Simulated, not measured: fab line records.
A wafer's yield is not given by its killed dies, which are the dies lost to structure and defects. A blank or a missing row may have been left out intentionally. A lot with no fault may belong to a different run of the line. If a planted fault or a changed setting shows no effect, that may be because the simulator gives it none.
One fault seen from 2 desks :: flow n5_finfet :: numbers are kept per desk, each desk with only its own; the story behind them comes last

## AT THE METROLOGY DESK
Lot by lot, what the gauges showed, no matter which tool ran the lot: averages of those sampled wafers that carry a number. The brackets show how far a lot's mean lies from the usual mean; more than 4 standard deviations puts the lot out of limits, marked OUT. Only the readings that lie furthest out on some lot appear, 7 of the 11 it has.
Columns: A = M3_THK at N5_BEOL_M3_THK_MEAS_53, usual 39.3 nm; B = DIBL_N at N5_BEOL_M4_RC_MEAS_101, usual 35.9 mV/V; C = DIBL_P at N5_BEOL_M4_RC_MEAS_101, usual 36.2 mV/V; D = IOFF_P at N5_BEOL_M4_RC_MEAS_101, usual 0.22 nA/um; E = SS_N at N5_BEOL_M4_RC_MEAS_101, usual 71.4 mV/dec; F = SS_P at N5_BEOL_M4_RC_MEAS_101, usual 73.2 mV/dec; G = VT_P at N5_BEOL_M4_RC_MEAS_101, usual -250 mV
lot: L532
first seen here: day 7 19:56
A: 42.7
B: 35.1
C: 36.9
D: 0.20
E: 70.8
F: 73.4
G: -250

lot: L535
first seen here: day 8 14:35
A: 39.4
B: 35.9
C: 35.4
D: 0.24
E: 71.6
F: 73.6
G: -245

lot: L536
first seen here: day 8 23:17
A: 38.1
B: 35.3
C: 36.0
D: 0.19
E: 71.9
F: 73.6
G: -256

lot: L538
first seen here: day 9 05:52
A: 39.4
B: 35.6
C: 34.4
D: 0.22
E: 71.4
F: 73.0
G: -248

lot: L540
first seen here: day 9 16:30
A: 38.2
B: 36.4
C: 36.8
D: 0.25
E: 71.0
F: 73.1
G: -244

lot: L547
first seen here: day 11 12:02
A: 40.3
B: 36.2
C: 35.4
D: 0.21
E: 72.1
F: 72.9
G: -250

lot: L549
first seen here: day 12 09:33
A: 38.9
B: 38.5
C: 38.9
D: 0.27
E: 70.8
F: 74.3
G: -245

lot: L550
first seen here: day 12 14:21
A: 40.6
B: 38.0
C: 39.0
D: 0.26
E: 72.3
F: 73.7
G: -246

lot: L554
first seen here: day 13 19:15
A: 39.5
B: 35.6
C: 35.8
D: 0.15
E: 70.8
F: 73.0
G: -258
Finding of this desk: none of the 9 lots has anything out of limits.

## DESK OF THE TOOL OWNER: pecvd-02
The tool's own readings at N5_BEOL_M3_PECVD_72 (deposits SiO2 from TEOS/O2, target thk 16 nm, time 18 s): means of the sampled wafers that have a number, for each lot that ran on this tool. The brackets show how far a lot's mean lies from the usual mean; more than 4 standard deviations puts the lot out of limits, marked OUT.
Columns: A = heater_power_w at N5_BEOL_M3_PECVD_72, usual 657 W; B = showerhead_plenum_p_Torr at N5_BEOL_M3_PECVD_72, usual 8.79 Torr; C = throttle_valve_pct at N5_BEOL_M3_PECVD_72, usual 22.5 %
lot: L535
first seen here: day 8 01:26
A: 734
B: 8.81
C: 22.9

lot: L536
first seen here: day 8 10:41
A: 702
B: 8.78
C: 22.6

lot: L538
first seen here: day 8 19:30
A: 641
B: 8.72
C: 22.4

lot: L540
first seen here: day 9 08:33
A: 669
B: 8.76
C: 22.6

lot: L549
first seen here: day 11 23:48
A: 652
B: 8.76
C: 22.7

lot: L554
first seen here: day 13 03:35
A: 687
B: 8.77
C: 22.8
Finding of this desk: none of the 6 lots has anything out of limits.

## ALL TOGETHER
Nothing out of limits was seen by the metrology desk.
The tool owner's desk saw nothing out of limits.

## WHAT THE SIMULATOR HAD PUT IN
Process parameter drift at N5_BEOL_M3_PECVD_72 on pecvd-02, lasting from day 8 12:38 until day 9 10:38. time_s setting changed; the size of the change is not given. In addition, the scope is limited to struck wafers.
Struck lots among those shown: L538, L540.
